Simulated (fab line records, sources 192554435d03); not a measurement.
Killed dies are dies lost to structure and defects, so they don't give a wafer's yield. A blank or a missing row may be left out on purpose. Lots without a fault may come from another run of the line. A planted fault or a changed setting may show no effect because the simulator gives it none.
One fault seen from 3 desks | flow n5_finfet | each desk has only its own numbers; what lay behind them comes last

THE DEFECT DESK
What the inspections along the route counted, lot by lot: means of the sampled wafers that have a number. A lot is out of limits, marked OUT, if its mean lies more than 4 standard deviations from the usual mean; the brackets give that distance.
Columns: A = raw_defect_count at N5_MOL_CONTACT_COAG_INSPECT_57, usual 193
lot  | first seen here | A
L464 | day 5 08:10     | 194
L466 | day 5 17:55     | 177
L467 | day 6 01:26     | 213
L479 | day 9 04:53     | 263
L480 | day 9 11:05     | 136
L481 | day 9 14:40     | 214
L484 | day 10 12:02    | 244
L485 | day 10 17:44    | 109
L486 | day 10 21:15    | 194
This desk's finding: nothing out of limits on any of the 9 lots.

THE TOOL OWNER'S DESK: rie_diel-03
The tool's own readings at N5_MOL_CONTACT_COAG_ETCH_47 (etches SiNx in CH3F/O2, stops on W, target depth 27 nm): means of the sampled wafers that have a number, for each lot that ran on this tool. A lot is out of limits, marked OUT, if its mean lies more than 4 standard deviations from the usual mean; the brackets give that distance. Of its 9 readings 7 are shown: those that lie furthest out on some lot.
Columns: A = CH3F_flow_sccm at N5_MOL_CONTACT_COAG_ETCH_47, usual 30.00 sccm; B = O2_flow_sccm at N5_MOL_CONTACT_COAG_ETCH_47, usual 20.00 sccm; C = drypump_motor_current_A at N5_MOL_CONTACT_COAG_ETCH_47, usual 5.6 A; D = etch_rf_on_time_s at N5_MOL_CONTACT_COAG_ETCH_47, usual 31.0 s; E = rf_vpp_V at N5_MOL_CONTACT_COAG_ETCH_47, usual 298 V; F = showerhead_plenum_p_Torr at N5_MOL_CONTACT_COAG_ETCH_47, usual 1.98 Torr; G = throttle_valve_pct at N5_MOL_CONTACT_COAG_ETCH_47, usual 16.37 %
lot  | first seen here | A     | B     | C   | D    | E   | F    | G
L464 | day 5 08:52     | 30.02 | 20.00 | 5.8 | 31.1 | 290 | 1.99 | 16.53
L466 | day 5 18:49     | 30.05 | 20.05 | 5.8 | 31.0 | 291 | 1.99 | 16.55
L467 | day 6 02:12     | 29.99 | 19.98 | 5.6 | 31.2 | 292 | 1.99 | 16.42
This desk's finding: nothing out of limits on any of the 3 lots.

THE METROLOGY DESK
What the gauges read, lot by lot, whatever tool the lot ran on: means of the sampled wafers that have a number. A lot is out of limits, marked OUT, if its mean lies more than 4 standard deviations from the usual mean; the brackets give that distance. Of its 10 readings 7 are shown: those that lie furthest out on some lot.
Columns: A = DIBL_N at N5_BEOL_M4_RC_MEAS_101, usual 35.6 mV/V; B = DIBL_P at N5_BEOL_M4_RC_MEAS_101, usual 35.0 mV/V; C = IOFF_N at N5_BEOL_M4_RC_MEAS_101, usual 0.148 nA/um; D = ION_N at N5_BEOL_M4_RC_MEAS_101, usual 671 uA/um; E = SS_N at N5_BEOL_M4_RC_MEAS_101, usual 71.3 mV/dec; F = SS_P at N5_BEOL_M4_RC_MEAS_101, usual 73.0 mV/dec; G = VT_N at N5_BEOL_M4_RC_MEAS_101, usual 251 mV
lot  | first seen here | A    | B    | C     | D   | E    | F    | G
L464 | day 9 12:35     | 34.6 | 32.6 | 0.136 | 677 | 71.2 | 72.8 | 251
L466 | day 9 15:12     | 38.0 | 38.8 | 0.171 | 688 | 72.0 | 73.3 | 249
L467 | day 11 04:55    | 32.6 | 33.3 | 0.121 | 663 | 70.3 | 71.9 | 253
L484 | day 13 20:51    | 34.6 | 32.9 | 0.135 | 667 | 71.1 | 72.3 | 250
L486 | day 14 09:56    | 36.6 | 36.4 | 0.174 | 687 | 71.4 | 73.7 | 247
L485 | day 14 10:01    | 35.9 | 35.6 | 0.140 | 675 | 70.8 | 72.7 | 252
This desk's finding: nothing out of limits on any of the 6 lots.

PUT TOGETHER
The defect desk saw nothing out of limits.
The tool owner's desk saw nothing out of limits.
The metrology desk saw nothing out of limits.

WHAT THE SIMULATOR HAD PUT IN
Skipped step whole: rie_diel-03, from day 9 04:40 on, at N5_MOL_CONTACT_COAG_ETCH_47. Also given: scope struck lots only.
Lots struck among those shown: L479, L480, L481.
